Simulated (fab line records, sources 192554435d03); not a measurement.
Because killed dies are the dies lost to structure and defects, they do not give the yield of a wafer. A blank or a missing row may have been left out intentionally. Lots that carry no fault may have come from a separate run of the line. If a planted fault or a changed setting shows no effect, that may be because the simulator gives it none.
fab line records	flow n5Finfet
record lots=9	wafers=26	lastDay=17
route steps=1938 shown BEOL_M4@1061 PASSIVATION@1936
lots that met no fault: taken from a fault-free run of the same line
startH: hours from the record's first day to the start of the lot's first wafer shown	waitH: time in hours since the lot's previous step	" as in the row above	L1.1+2: a row that stands for several wafers	- value missing, or start not given	* or withheld: withheld	< > ~ a bound
route shown NAME@n: names a module that has steps shown in the file, with the first one's number in the route	usual: average and standard deviation across the fault-free wafers	same: alike in all rows	chamber/n: place in a boat	sites: per-site readings	_std_site: the standard deviation of these	_edge_site: the outer-site mean with the inner-site mean subtracted	radiusMm: how far each site lies from the wafer's centre	mask NAME#n: copy n	behind: the tool/chamber that last shaped the wafer	hold: why the lot was held/for how many hours/how that ended	device: names the non-switching transistor (n, p or np)	end of line: tests of these same wafers at the route's end	a step with no rows: only its recipe	killed: at the first sort, the dies lost to defects and structure; wafer yield is something else	map: a wafer's dies, marking killed ones x, the rest . and places with no die _
set.NAME: the setting the step ran with; set.NAME@STEP: the setting that earlier step ran with	model.NAME: the simulator's own value behind a step, which no gauge read
one table for each step of the route and one row for each wafer, over a sample of lots
services: from which hour (startH, from the record's first day; less than 0 if before it) a tool's chamber was out of use, for how many hours, and why
## steps
# step N5_BEOL_M4_ETCH_69
# recipe chemistry=CF4	target=SiARC	targetDepthA=156	maskMaterial=CAR-EUV	timeS=26	ionEnergyEv=80	pressureMtorr=40	sourceW=545	biasW=36	Ar_flow_sccm=100	cf4FlowSccm=100	ends=cleared
# usual biasW=35.99/0.1	chamberPressureMTorr=40.00/0.037	drypumpMotorCurrentA=5.5/0.39	etchRfOnTimeS=26.4/0.44	oesProductAu=0.65/0.065	rfVppV=183.9/1.3	showerheadPlenumPTorr=2.14/0.078	throttleValvePct=15.63/0.19
lot.wafer	tool	chamber	startH	waitH	biasW	chamberPressureMTorr	drypumpMotorCurrentA	etchRfOnTimeS	oesProductAu	rfHoursCounterH	rfVppV	showerheadPlenumPTorr	throttleValvePct
L211.2	rieDiel-04	3	188.37	0.0	36.08	39.96	5.6	27.2	0.59	196	182.6	2.04	15.67
L211.4	"	1	"	"	36.08	39.99	5.3	26.3	0.60	219	184.1	2.21	15.89
L211.5	"	3	"	"	36.05	40.00	5.6	27.1	0.59	-	183.7	2.04	15.67
L215.1	rieDiel-05	1	204.94	0.0	35.90	39.94	5.6	26.6	0.62	201	182.1	2.05	15.78
L215.5	"	3	"	"	35.76	40.06	5.7	27.1	0.75	-	185.1	2.27	15.42
L216.1	rieDiel-05	2	217.28	0.0	36.04	39.92	5.9	26.0	0.60	210	184.8	2.21	15.62
L216.2	"	3	"	"	36.20	39.99	5.7	26.9	0.73	29	185.3	2.27	15.42
L216.5	"	3	"	"	35.94	39.96	5.7	26.8	0.74	-	184.5	2.27	15.43
L221.2	rieDiel-02	1	242.64	0.0	36.17	39.97	5.0	26.2	0.72	57	184.4	2.18	15.38
L221.5	"	2	"	"	35.98	39.95	5.9	25.9	0.60	-	184.1	2.20	15.88
L221.6	"	3	"	"	35.91	40.00	5.4	25.9	0.74	-	183.8	2.18	15.61
L223.2	rieDiel-02	2	244.53	0.0	36.00	40.00	5.9	25.9	0.60	224	184.5	2.20	15.86
L223.3	"	3	"	"	35.87	39.93	5.4	26.1	0.73	61	183.3	2.18	15.58
L223.4	"	1	"	"	36.04	40.00	5.0	25.9	0.71	58	185.7	2.18	15.39
L222.3	rieDiel-04	3	247.78	0.0	35.95	40.00	5.7	26.9	0.58	215	182.9	2.03	15.70
L222.4	"	0	"	"	36.07	40.00	5.9	26.7	0.58	217	181.7	2.04	15.86
L222.5	"	3	"	"	35.86	39.91	5.6	26.9	0.58	-	182.7	2.03	15.71
L225.2	rieDiel-04	2	268.93	0.0	36.08	40.03	4.8	26.1	0.72	70	183.9	2.08	15.53
L225.5	"	2	"	"	35.94	39.98	4.8	26.3	0.71	-	183.2	2.08	15.51
L225.6	"	3	"	"	36.07	40.07	5.6	27.0	0.57	-	183.0	2.03	15.72
L227.4	rieDiel-04	3	282.39	0.0	36.03	39.98	5.6	26.8	0.57	228	182.2	2.03	15.76
L227.5	"	1	"	"	36.03	40.00	5.3	26.2	0.58	-	183.7	2.20	15.93
L227.6	"	0	"	"	35.94	40.01	5.9	26.3	0.58	-	183.0	2.04	15.88
L229.1	rieDiel-05	2	289.99	0.0	36.04	40.01	5.9	26.5	0.58	234	186.0	2.20	15.68
L229.2	"	1	"	"	36.03	40.01	5.5	27.3	0.59	226	182.4	2.05	15.86
L229.4	"	0	"	"	35.96	40.01	5.0	26.4	0.65	111	185.0	2.15	15.34
# step N5_BEOL_M4_CD_MEAS_35
# recipe targetCdNm=18	targetCdYNm=22.4	polarity=opening
# usual cdNm=17.9/0.34
lot.wafer	tool	chamber	startH	waitH	cdNm
L211.2	cdSem-01	-	190.92	0.0	17.9
L211.4	"	-	"	"	18.2
L211.5	"	-	"	"	18.1
L215.1	cdSem-03	-	208.19	0.0	18.0
L215.5	"	-	"	"	17.4
L216.1	cdSem-01	-	218.12	0.0	17.8
L216.2	"	-	"	"	17.8
L216.5	"	-	"	"	17.9
L221.2	cdSem-02	-	245.44	0.0	17.5
L221.5	"	-	"	"	17.5
L221.6	"	-	"	"	17.6
L223.2	cdSem-02	-	248.79	0.0	17.6
L223.3	"	-	"	"	18.1
L223.4	"	-	"	"	17.6
L222.3	cdSem-03	-	252.24	0.0	17.9
L222.4	"	-	"	"	18.2
L222.5	"	-	"	"	18.2
L225.2	cdSem-02	-	274.81	0.0	18.7
L225.5	"	-	"	"	18.0
L225.6	"	-	"	"	18.7
L227.4	cdSem-01	-	285.33	0.0	17.5
L227.5	"	-	"	"	18.1
L227.6	"	-	"	"	18.0
L229.1	cdSem-03	-	291.28	0.0	17.8
L229.2	"	-	"	"	17.6
L229.4	"	-	"	"	17.7
# step N5_BEOL_M4_ALD_84
# recipe material=TaN	targetThkA=*	tempC=275	aldPrecursorFamily=PDMAT	aldCoReactant=NH3	pressureTorr=3	carrierFlowSccm=1500	pulseTimeS=2	purgeTimeS=3	coReactantPurgeTimeS=2	coReactantPulseTimeS=3	aldCycles=30	precursorVesselTempC=75	precursorVesselPressureTorr=26.25	precursorVesselCarrierSccm=1000
# usual aldCycles=30/0	chamberPressureTorr=3.000/0.0066	heaterPowerW=412/32	mfcCarrierSccm=1500/4.9	purgeTimeS=3/0
lot.wafer	tool	chamber	startH	waitH	aldCycles	chamberPressureTorr	heaterPowerW	mfcCarrierSccm	purgeTimeS
L211.2	aldMetal-03	2	191.39	0.1	30	3.001	417	1500	3
L211.4	"	0	"	"	30	2.986	460	1502	3
L211.5	"	1	"	"	30	3.006	391	1501	3
L215.1	aldMetal-03	3	208.88	0.3	-	-	-	-	-
L215.5	"	0	"	"	-	-	-	-	-
L216.1	aldMetal-02	0	218.58	0.0	-	-	-	-	-
L216.2	"	2	"	"	-	-	-	-	-
L216.5	"	2	"	"	-	-	-	-	-
L221.2	aldMetal-03	1	246.08	0.0	30	3.000	392	1491	3
L221.5	"	0	"	"	30	3.001	450	1503	3
L221.6	"	1	"	"	30	2.998	398	1501	3
L223.2	aldMetal-04	0	249.10	0.1	30	2.991	450	1506	3
L223.3	"	1	"	"	30	3.003	395	1494	3
L223.4	"	2	"	"	30	3.003	508	1500	3
L222.3	aldMetal-02	2	253.33	0.2	30	3.002	408	1492	3
L222.4	"	1	"	"	30	2.995	383	1498	3
L222.5	"	1	"	"	30	3.001	384	1492	3
L225.2	aldMetal-02	3	275.34	0.0	30	3.005	425	1493	3
L225.5	"	2	"	"	30	3.004	413	1501	3
L225.6	"	1	"	"	30	2.999	379	1494	3
L227.4	aldMetal-03	0	285.67	0.0	30	3.000	448	1498	3
L227.5	"	0	"	"	30	2.999	450	1501	3
L227.6	"	1	"	"	30	2.991	395	1497	3
L229.1	aldMetal-02	2	291.88	0.0	30	2.990	411	1503	3
L229.2	"	1	"	"	30	3.010	386	1498	3
L229.4	"	2	"	"	30	2.995	412	1510	3
# step N5_BEOL_M4_SPUTTER_79
# recipe material=Cu	targetThkA=45	tempC=-20	chamberPressurePa=0.07	powerW=withheld	timeS=8.29
# usual chamberPressurePa=0.07/0.00014	throttleValvePct=29.7/1
lot.wafer	tool	chamber	startH	waitH	chamberPressurePa	throttleValvePct
L211.2	pvdSputter-02	-	192.75	0.1	0.06998	28.8
L211.4	"	-	"	"	0.06998	30.5
L211.5	"	-	"	"	0.07018	30.2
L215.1	pvdSputter-01	-	209.60	0.1	0.07009	31.5
L215.5	"	-	"	"	0.07007	28.8
L216.1	pvdSputter-02	-	219.28	0.1	0.07008	30.5
L216.2	"	-	"	"	0.07002	29.7
L216.5	"	-	"	"	0.06995	29.7
L221.2	pvdSputter-01	-	247.02	0.1	0.06995	30.0
L221.5	"	-	"	"	0.07	31.3
L221.6	"	-	"	"	0.07013	28.6
L223.2	pvdSputter-01	-	250.13	0.1	0.0701	31.6
L223.3	"	-	"	"	0.06991	28.2
L223.4	"	-	"	"	0.06971	28.8
L222.3	pvdSputter-03	-	254.43	0.1	0.06997	29.4
L222.4	"	-	"	"	0.07003	28.1
L222.5	"	-	"	"	0.07002	31.2
L225.2	pvdSputter-02	-	276.44	0.1	0.06993	30.7
L225.5	"	-	"	"	0.06985	29.8
L225.6	"	-	"	"	0.07008	30.1
L227.4	pvdSputter-02	-	286.34	0.1	0.07003	29.5
L227.5	"	-	"	"	0.07005	30.3
L227.6	"	-	"	"	0.0701	30.4
L229.1	pvdSputter-02	-	292.56	0.1	0.07013	30.0
L229.2	"	-	"	"	0.07024	28.8
L229.4	"	-	"	"	0.06973	29.6
# step N5_BEOL_M4_CMP_52
# recipe stopOn=SiOC	tOverpolishS=6.8	downForcePsi=1	platenRpm=50	clearingPlatenDownForcePsi=1.5	clearingPlatenRpm=50	postCmpClean=cuAlkaline	targetThkNm=40	clearingPlatenPadVelocityMS=0.99484	padVelocityMS=0.99484
# usual barrierFieldEndpointS=24.8/0.63	motorCurrentA=6.0/0.72
lot.wafer	tool	chamber	startH	waitH	barrierFieldEndpointS	motorCurrentA
L211.2	cmp-04	0	194.78	0.2	24.4	5.4
L211.4	"	1	"	"	25.9	6.9
L211.5	"	1	"	"	25.8	6.4
L215.1	cmp-01	3	211.75	0.4	23.7	6.1
L215.5	"	1	"	"	23.7	5.8
L216.1	cmp-01	2	221.32	0.3	22.2	5.9
L216.2	"	1	"	"	22.8	5.7
L216.5	"	3	"	"	23.3	6.7
L221.2	cmp-03	3	249.17	0.3	24.6	7.3
L221.6	"	0	"	"	25.4	5.2
L221.5	"	1	"	"	24.6	6.8
L223.3	cmp-01	0	252.24	0.2	24.5	5.0
L223.4	"	1	"	"	25.5	5.5
L223.2	"	3	"	"	26.0	6.4
L222.4	cmp-03	2	256.54	0.2	25.7	6.9
L222.3	"	3	"	"	23.9	6.7
L222.5	"	1	"	"	25.2	6.8
L225.2	cmp-03	1	278.48	0.2	25.1	6.8
L225.6	"	1	"	"	25.0	6.9
L225.5	"	2	"	"	26.1	7.2
L227.4	cmp-03	0	288.50	0.2	25.5	5.2
L227.6	"	1	"	"	24.2	6.7
L227.5	"	2	"	"	25.1	7.1
L229.1	cmp-01	3	294.59	0.3	24.9	6.8
L229.4	"	0	"	"	24.5	4.9
L229.2	"	2	"	"	24.3	5.6
# step N5_BEOL_M4_RC_MEAS_101
# usual DIBL_N=36.9/1.7	DIBL_P=36.7/2.1	IOFF_N=0.17/0.032	IOFF_P=0.22/0.036	ION_N=674/12	ION_P=461/7	SS_N=71.7/0.6	SS_P=73.4/0.67	VT_N=249/3.1	VT_P=-250/3.2
lot.wafer	tool	chamber	startH	waitH	DIBL_N[mV/V]	DIBL_P[mV/V]	IOFF_N[nA/um]	IOFF_P[nA/um]	ION_N[uA/um]	ION_P[uA/um]	SS_N[mV/dec]	SS_P[mV/dec]	VT_N[mV]	VT_P[mV]
L211.2	prober-02	0	195.54	0.2	37.5	38.3	0.17	0.21	668	460	71.6	73.6	250	-252
L211.4	"	0	"	"	40.4	42.5	0.24	0.28	691	463	72.7	75.5	242	-248
L211.5	"	0	"	"	37.1	38.5	0.16	0.21	678	461	72.3	73.6	250	-251
L221.2	prober-01	0	249.86	0.2	38.3	38.9	0.21	0.27	691	467	71.7	74.6	247	-247
L221.5	"	0	"	"	38.2	39.0	0.21	0.26	691	470	71.4	74.2	246	-248
L221.6	"	0	"	"	35.9	36.5	0.16	0.21	681	467	71.6	72.9	251	-250
L223.2	prober-01	0	253.01	0.2	36.7	36.8	0.14	0.19	664	454	71.6	73.0	251	-253
L223.3	"	0	"	"	37.6	36.9	0.18	0.19	671	455	72.4	72.8	248	-251
L223.4	"	0	"	"	36.9	36.5	0.15	0.18	660	456	71.9	72.7	252	-252
L222.3	prober-01	0	257.39	0.3	37.3	36.8	0.18	0.24	676	465	71.6	73.5	246	-248
L222.4	"	0	"	"	37.9	35.9	0.20	0.23	685	468	71.9	73.4	246	-250
L222.5	"	0	"	"	37.8	35.7	0.18	0.22	681	466	71.8	72.5	247	-250
L225.2	prober-02	0	279.27	0.2	36.3	35.0	0.17	0.26	681	470	71.5	72.7	247	-245
L225.5	"	0	"	"	34.8	33.8	0.13	0.23	668	469	71.8	72.6	254	-245
L225.6	"	0	"	"	37.2	35.8	0.18	0.26	681	471	71.3	73.8	247	-245
L227.4	prober-01	0	289.45	0.5	35.4	37.3	0.16	0.21	681	464	71.1	73.6	248	-250
L227.5	"	0	"	"	37.0	37.7	0.17	0.22	682	465	70.8	73.7	248	-249
L227.6	"	0	"	"	35.2	37.1	0.15	0.21	682	461	71.0	73.0	250	-249
L229.1	prober-02	0	295.20	0.0	37.5	38.7	0.20	0.28	681	473	72.4	74.4	244	-247
L229.2	"	0	"	"	38.9	40.3	0.23	0.30	696	471	72.0	74.2	245	-243
L229.4	"	0	"	"	35.0	35.1	0.14	0.22	660	468	71.2	73.2	251	-249
# step N5_PASSIVATION_PROBE_49
# usual defectLimitedYield=91.7/1.5	killed_at_M0_to_M3=32/9.6	killed_at_M4_up=13/5.3	killedAtContacts=12/6.8	killedAtFrontEnd=36/9.8	killedAtOther=4/3.1	killedDies=98/17	killedOnRim=13/4	killedOpen=65/13	killedShort=32/8.5	sort_bin_4_leakage=0.00/0.007	sort_bin_5_function=4.9/0.93	sort_bin_6_memory=3.2/0.67	sort_bin_8_speed=0.00/0.02	sortNPass=1082/17
# same grossDies=1180	killedAtBackSide=0
lot.wafer	tool	chamber	startH	waitH	defectLimitedYield[%]	killed_at_M0_to_M3	killed_at_M4_up	killedAtContacts	killedAtFrontEnd	killedAtOther	killedDies	killedOnRim	killedOpen	killedShort	sort_bin_4_leakage[%]	sort_bin_5_function[%]	sort_bin_6_memory[%]	sort_bin_8_speed[%]	sortNPass
L211.2	prober-01	-	293.20	0.1	89.7	46	16	14	41	4	121	14	82	38	0	5.3	4.6	0	1059
L211.4	prober-01	-	293.30	0.2	90.5	31	14	7	54	6	112	14	80	31	0	5.3	3.9	0	1068
L211.5	prober-01	-	293.35	0.2	91.7	36	13	16	31	2	98	13	65	31	0	5.1	3.0	0	1082
L215.1	prober-02	-	309.88	0.0	0	23	1101	20	34	2	1180	152	81	22	91.27	5.2	3.3	0	0
L215.5	prober-02	-	310.08	0.2	0	31	1078	31	35	5	1180	152	70	56	89.24	6.2	4.1	0	0
L216.1	prober-01	-	318.32	0.0	0	39	1062	11	65	3	1180	152	88	41	89.07	6.4	4.0	0	0
L216.2	prober-01	-	318.37	0.1	0	38	1081	17	41	3	1180	152	79	30	90.59	5.4	3.5	0	0
L216.5	prober-01	-	318.52	0.2	0	35	1105	8	30	2	1180	152	62	18	93.14	4.4	2.4	0	0
L221.2	prober-01	-	346.18	0.1	91.6	30	18	8	37	6	99	9	63	33	0	5.3	2.8	0	1081
L221.5	prober-01	-	346.33	0.2	93.0	22	19	5	34	3	83	10	53	30	0	3.6	2.9	0	1097
L221.6	prober-01	-	346.38	0.3	92.5	25	10	11	34	8	88	8	52	35	0	4.3	2.9	0	1092
L222.3	prober-02	-	361.10	1.0	91.4	27	22	6	38	8	101	15	69	32	0	5.0	3.4	0	1079
L222.4	prober-02	-	361.15	1.1	91.6	28	12	5	47	7	99	9	64	35	0	5.8	2.5	0	1081
L222.5	prober-02	-	361.20	1.1	91.7	27	11	6	50	4	98	16	62	36	0	5.3	2.6	0	1082
L223.2	prober-01	-	362.13	0.1	91.8	33	16	21	25	2	97	14	61	34	0	4.3	3.6	0	1083
L223.3	prober-01	-	362.18	0.1	92.5	29	15	22	22	1	89	13	58	30	0	4.1	3.5	0	1091
L223.4	prober-01	-	362.23	0.2	92.8	21	10	16	36	2	85	11	67	13	0	4.1	2.5	0	1095
L225.2	prober-01	-	386.76	0.1	91.1	15	9	33	45	3	105	8	63	40	0	5.5	3.0	0	1075
L225.5	prober-01	-	386.91	0.2	90.8	18	12	21	54	4	109	16	78	26	0	5.0	4.2	0	1071
L225.6	prober-01	-	386.96	0.3	93.7	17	7	11	34	5	74	4	49	21	0	3.5	2.7	0	1106
L227.4	prober-02	-	392.10	0.2	90.3	37	20	13	39	6	115	20	82	31	0	5.8	3.9	0	1065
L227.5	prober-02	-	392.15	0.2	93.2	30	8	16	25	1	80	10	60	20	0	4.2	2.5	0	1100
L227.6	prober-02	-	392.20	0.3	87.9	51	19	25	40	8	143	14	97	41	0	6.7	4.8	0.17	1037
L229.1	prober-02	-	395.78	0.0	90.9	40	16	12	31	8	107	18	73	34	0	5.2	3.6	0	1073
L229.2	prober-02	-	395.83	0.1	89.1	45	15	14	46	9	129	17	84	45	0	6.9	3.6	0	1051
L229.4	prober-02	-	395.93	0.2	88.1	40	19	19	52	10	140	20	85	55	0	7.3	4.1	0	1040
# killed by level:class
L211.2 BEOL_M2:geometricParticle:open=15 GATE_CUT:geometricParticle:short=11 MOL_CONTACT_COAG:geometricParticle:open=11 BEOL_M3:geometricParticle:open=9 BEOL_M1:geometricParticle:open=8 FIN_SAQP:geometricParticle:open=4 FIN_CUT:geometricParticle:short=4 GATE_CUT:geometricParticle:open=4
L211.4 FIN_SAQP:geometricParticle:open=15 BEOL_M3:geometricParticle:open=10 GATE_CUT:geometricParticle:short=9 BEOL_M2:geometricParticle:open=9 FIN_SAQP:geometricParticle:short=8 BEOL_M4:geometricParticle:open=6 BEOL_M5:geometricParticle:open=5 STI_FIN_REVEAL:geometricParticle:open=5
L211.5 MOL_CONTACT_COAG:geometricParticle:open=13 BEOL_M2:geometricParticle:open=9 FIN_SAQP:geometricParticle:open=8 BEOL_M4:geometricParticle:open=8 FIN_SAQP:geometricParticle:short=6 BEOL_M3:geometricParticle:short=5 BEOL_M3:geometricParticle:open=5 STARTING-WAFER:geometricParticle:open=5
L215.1 BEOL_M4:areaAld=1064 MOL_CONTACT_COAG:geometricParticle:open=16 M4:areaAld=13 STI_FIN_REVEAL:geometricParticle:open=12 BEOL_M4:geometricParticle:open=9 FIN_SAQP:geometricParticle:short=6 BEOL_M0_SAQP:geometricParticle:open=6 DUMMY_GATE:geometricParticle:open=5
L215.5 BEOL_M4:areaAld=1031 MOL_CONTACT_COAG:geometricParticle:open=26 M4:areaAld=22 FIN_SAQP:geometricParticle:short=12 BEOL_M4:geometricParticle:short=10 BEOL_M0_SAQP:geometricParticle:short=10 BEOL_M4:geometricParticle:open=9 BEOL_M0_SAQP:geometricParticle:open=7
L216.1 BEOL_M4:areaAld=1030 FIN_SAQP:geometricParticle:open=30 FIN_SAQP:geometricParticle:short=21 M4:areaAld=21 BEOL_M1:geometricParticle:open=13 MOL_CONTACT_COAG:geometricParticle:open=10 BEOL_M0_SAQP:geometricParticle:open=10 BEOL_M2:geometricParticle:open=9
L216.2 BEOL_M4:areaAld=1051 M4:areaAld=18 MOL_CONTACT_COAG:geometricParticle:open=15 BEOL_M3:geometricParticle:open=15 FIN_SAQP:geometricParticle:open=13 STI_FIN_REVEAL:geometricParticle:open=8 FIN_SAQP:geometricParticle:short=7 BEOL_M2:geometricParticle:open=7
L216.5 BEOL_M4:areaAld=1069 M4:areaAld=30 BEOL_M1:geometricParticle:open=12 FIN_SAQP:geometricParticle:open=9 MOL_CONTACT_COAG:geometricParticle:open=8 BEOL_M2:geometricParticle:open=7 STI_FIN_REVEAL:geometricParticle:open=6 BEOL_M0_SAQP:geometricParticle:short=5
L221.2 STI_FIN_REVEAL:geometricParticle:open=18 BEOL_M0_SAQP:geometricParticle:short=12 FIN_SAQP:geometricParticle:short=8 MOL_CONTACT_COAG:geometricParticle:open=6 BEOL_M0_SAQP:geometricParticle:open=5 BEOL_M2:geometricParticle:open=5 FIN_SAQP:geometricParticle:open=4 BEOL_M3:geometricParticle:open=4
L221.5 STI_FIN_REVEAL:geometricParticle:open=10 BEOL_M4:geometricParticle:open=8 FIN_SAQP:geometricParticle:short=6 BEOL_M1:geometricParticle:open=6 BEOL_M2:geometricParticle:open=6 MOL_CONTACT_COAG:geometricParticle:open=5 FIN_SAQP:geometricParticle:open=4 BEOL_M0_SAQP:geometricParticle:short=4
L221.6 MOL_CONTACT_COAG:geometricParticle:open=8 FIN_SAQP:geometricParticle:open=7 BEOL_M0_SAQP:geometricParticle:open=7 BEOL_M1:geometricParticle:short=6 FIN_SAQP:geometricParticle:short=5 STI_FIN_REVEAL:geometricParticle:open=5 BEOL_M0_SAQP:geometricParticle:short=5 STARTING-WAFER:geometricParticle:open=4
L222.3 BEOL_M4:geometricParticle:open=11 STI_FIN_REVEAL:geometricParticle:open=10 BEOL_M3:geometricParticle:open=9 BEOL_M2:geometricParticle:open=8 MOL_CONTACT_COAG:geometricParticle:open=6 FIN_SAQP:geometricParticle:short=5 FIN_SAQP:geometricParticle:open=5 BEOL_M0_SAQP:geometricParticle:short=3
L222.4 STI_FIN_REVEAL:geometricParticle:open=8 FIN_SAQP:geometricParticle:short=7 BEOL_M3:geometricParticle:open=7 DUMMY_GATE:geometricParticle:open=6 GATE_CUT:geometricParticle:short=6 BEOL_M0_SAQP:geometricParticle:open=5 BEOL_M5:geometricParticle:open=5 BEOL_M1:geometricParticle:open=4
L222.5 STI_FIN_REVEAL:geometricParticle:open=10 FIN_SAQP:geometricParticle:short=9 FIN_SAQP:geometricParticle:open=7 MOL_CONTACT_COAG:geometricParticle:open=5 BEOL_M0_SAQP:geometricParticle:short=5 BEOL_M0_SAQP:geometricParticle:open=5 SPACER0:geometricParticle:open=4 BEOL_M2:geometricParticle:open=4
L223.2 MOL_CONTACT_COAG:geometricParticle:open=13 BEOL_M0_SAQP:geometricParticle:short=10 BEOL_M4:geometricParticle:open=9 MOL_CONTACT_COAG:geometricParticle:short=8 BEOL_M0_SAQP:geometricParticle:open=8 BEOL_M3:geometricParticle:open=7 STI_FIN_REVEAL:geometricParticle:open=5 GATE_CUT:geometricParticle:short=4
L223.3 MOL_CONTACT_COAG:geometricParticle:open=18 BEOL_M0_SAQP:geometricParticle:short=8 BEOL_M0_SAQP:geometricParticle:open=7 STI_FIN_REVEAL:geometricParticle:open=5 BEOL_M3:geometricParticle:open=5 MOL_CONTACT_COAG:geometricParticle:short=4 FIN_SAQP:geometricParticle:short=3 GATE_CUT:geometricParticle:open=3
L223.4 MOL_CONTACT_COAG:geometricParticle:open=13 BEOL_M3:geometricParticle:open=13 FIN_SAQP:geometricParticle:open=10 BEOL_M4:geometricParticle:open=6 DUMMY_GATE:geometricParticle:open=5 HKMG_FIN:areaEtch=5 STI_FIN_REVEAL:geometricParticle:open=4 FIN_SAQP:geometricParticle:short=3
L225.2 MOL_CONTACT_COAG:geometricParticle:open=26 STI_FIN_REVEAL:geometricParticle:open=11 FIN_SAQP:geometricParticle:short=7 MOL_CONTACT_COAG:geometricParticle:short=7 BEOL_M4:geometricParticle:open=6 BEOL_M0_SAQP:geometricParticle:open=5 BEOL_M0_SAQP:geometricParticle:short=5 FIN_SAQP:geometricParticle:open=4
L225.5 STI_FIN_REVEAL:geometricParticle:open=22 MOL_CONTACT_COAG:geometricParticle:open=17 GATE_CUT:geometricParticle:short=9 STI_FIN_REVEAL:geometricParticle:short=7 BEOL_M4:geometricParticle:open=6 BEOL_M2:geometricParticle:open=5 BEOL_M3:geometricParticle:open=4 BEOL_M1:geometricParticle:open=4
L225.6 STI_FIN_REVEAL:geometricParticle:open=11 MOL_CONTACT_COAG:geometricParticle:open=8 BEOL_M3:geometricParticle:open=5 BEOL_M4:geometricParticle:open=4 GATE_CUT:geometricParticle:open=3 BEOL_M1:geometricParticle:open=3 STARTING-WAFER:geometricParticle:short=3 STI_FIN_REVEAL:geometricParticle:short=2
L227.4 STI_FIN_REVEAL:geometricParticle:open=15 BEOL_M4:geometricParticle:open=11 BEOL_M2:geometricParticle:open=11 MOL_CONTACT_COAG:geometricParticle:open=10 BEOL_M0_SAQP:geometricParticle:open=9 FIN_SAQP:geometricParticle:open=7 BEOL_M0_SAQP:geometricParticle:short=6 FIN_SAQP:geometricParticle:short=5
L227.5 MOL_CONTACT_COAG:geometricParticle:open=13 STI_FIN_REVEAL:geometricParticle:open=11 BEOL_M3:geometricParticle:open=11 FIN_SAQP:geometricParticle:open=5 BEOL_M2:geometricParticle:open=5 MOL_CONTACT_COAG:geometricParticle:short=3 BEOL_M0:geometricParticle:open=3 BEOL_M2:geometricParticle:short=3
L227.6 MOL_CONTACT_COAG:geometricParticle:open=22 STI_FIN_REVEAL:geometricParticle:open=10 BEOL_M3:geometricParticle:open=10 FIN_SAQP:geometricParticle:short=8 BEOL_M1:geometricParticle:open=8 BEOL_M2:geometricParticle:open=8 BEOL_M4:geometricParticle:open=8 BEOL_M2:geometricParticle:short=7
L229.1 BEOL_M0_SAQP:geometricParticle:short=12 MOL_CONTACT_COAG:geometricParticle:open=11 BEOL_M0_SAQP:geometricParticle:open=10 FIN_SAQP:geometricParticle:open=7 BEOL_M3:geometricParticle:open=5 BEOL_M4:geometricParticle:open=5 STI_FIN_REVEAL:geometricParticle:open=4 STARTING-WAFER:geometricParticle:open=4
L229.2 MOL_CONTACT_COAG:geometricParticle:open=13 FIN_SAQP:geometricParticle:short=12 BEOL_M0_SAQP:geometricParticle:open=11 BEOL_M3:geometricParticle:open=10 FIN_SAQP:geometricParticle:open=8 BEOL_M0_SAQP:geometricParticle:short=8 BEOL_M1:geometricParticle:open=5 BEOL_M2:geometricParticle:open=5
L229.4 FIN_SAQP:geometricParticle:open=16 MOL_CONTACT_COAG:geometricParticle:open=16 FIN_SAQP:geometricParticle:short=14 BEOL_M0_SAQP:geometricParticle:short=11 BEOL_M3:geometricParticle:open=10 BEOL_M0_SAQP:geometricParticle:open=9 BEOL_M4:geometricParticle:open=6 BEOL_M4:geometricParticle:short=5
## services
tool	chamber	startH	hours	kind
rieDiel-04	1	165.57	6.6	repair
cmp-03	-	166.05	3.6	pm
rieDiel-02	1	169.13	2.1	repair
aldMetal-02	-	174.68	8.7	pm
cmp-01	-	183.14	2.1	repair
aldMetal-03	2	184.91	2.0	repair
aldMetal-02	2	186.84	-	calibration
cmp-04	-	203.67	4.3	repair
aldMetal-02	1	206.93	17.4	repair
rieDiel-04	-	212.45	14.6	pm
rieDiel-05	0	213.96	11.5	repair
aldMetal-02	3	220.36	5.6	repair
cmp-03	-	226.34	4.0	pm
rieDiel-05	-	227.23	15.6	pm
cmp-03	-	230.34	-	consumableReplace:conditioner
rieDiel-05	1	253.43	2.5	repair
cmp-01	-	258.90	4.0	pm
cmp-04	-	259.58	2.5	repair
cmp-03	-	262.06	3.9	pm
cmp-01	-	272.01	6.9	pm
rieDiel-02	-	273.16	0.6	repair
rieDiel-05	-	278.82	0.5	repair
rieDiel-05	2	282.21	3.3	repair
aldMetal-02	0	291.48	1.9	repair
## key
firstSign step=N5_BEOL_M4_ALD_84	reading=toolRecord	direction=missing
effect step=N5_BEOL_M4_CMP_52	reading=barrierFieldEndpointS	direction=down	sigmas=2.7	usual=24.8	struck=23.1
effect step=N5_PASSIVATION_PROBE_49	reading=sort_bin_4_leakage	direction=up	sigmas=99+	usual=0.00	struck=90.66
moreKillsBornAt N5_BEOL_M4_ALD_84@aldMetal-02=3219	N5_BEOL_M4_ALD_84@aldMetal-03=2130
metAt N5_BEOL_M4_ALD_84
struckLots L215,L216
laterRowsLeftOut L215.1,L215.5,L216.1,L216.2,L216.5
notActingAt N5_BEOL_M4_ETCH_69,N5_BEOL_M4_CD_MEAS_35,N5_BEOL_M4_SPUTTER_79
onsetBetween 191.39 208.88
fault kind=skippedStepWhole	tool=aldMetal-02,aldMetal-03	chamber=-	onsetH=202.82	steps=N5_BEOL_M4_ALD_84	scope=struckLotsOnly
# laterRowsLeftOut: the simulator's readings of these wafers behind a module that went badly wrong aren't trusted and aren't shown, but for the sort
